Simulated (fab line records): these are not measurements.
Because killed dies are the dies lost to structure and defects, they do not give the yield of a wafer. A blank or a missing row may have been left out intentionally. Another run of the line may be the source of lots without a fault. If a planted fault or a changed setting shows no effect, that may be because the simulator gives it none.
Matching of chambers -- flow nand-harc -- NHARC_A_SGD_CUT_DEP_00 on pecvd-02 has 3 sister chambers
The step deposits SiNx, target thk 50 nm. 3 wafers are shown with their chamber, then 11 later ones without.

== WAFERS, EACH WITH ITS CHAMBER ==
wafer,chamber,heater-power-outer-w (W)
L082.3,0,477
L083.2,2,439
L084.1,1,428

== WAFERS WITHOUT THEIR CHAMBER ==
wafer,heater-power-outer-w (W)
L084.5,318
L084.6,514
L087.1,461
L087.5,455
L087.6,528
L090.2,418
L090.3,482
L090.4,513
L091.2,516
L091.5,427
L091.6,517

== WHICH CHAMBER EACH ONE RAN IN ==
wafer,from the rows above,in truth
L084.5,can't be placed: 1 or 2 or 0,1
L084.6,can't be placed: 0 or 2 or 1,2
L087.1,can't be placed: 0 or 2 or 1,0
L087.5,can't be placed: 2 or 0 or 1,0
L087.6,can't be placed: 0 or 2 or 1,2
L090.2,can't be placed: 1 or 2 or 0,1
L090.3,can't be placed: 0 or 2 or 1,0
L090.4,can't be placed: 0 or 2 or 1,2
L091.2,can't be placed: 0 or 2 or 1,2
L091.5,can't be placed: 1 or 2 or 0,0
L091.6,can't be placed: 0 or 2 or 1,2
Correctly placed: 0 of 11. Can't be placed from these rows: 11 (the true chamber is among the candidates in 11). Number placed wrongly: 0.
How it was worked out, from the rows above alone: a wafer's distance from a chamber is the root of the sum, over the readings, of the square of ((its reading less the chamber's mean) divided by the reading's scatter). The wafer belongs to the nearest chamber; if the next one is less than 2 further off, it can't be placed. Each chamber's mean is taken over the wafers shown for it. The scatter (one wafer shown for each chamber): square how far every hidden wafer sits from the nearest shown wafer, average those squares and take the square root.
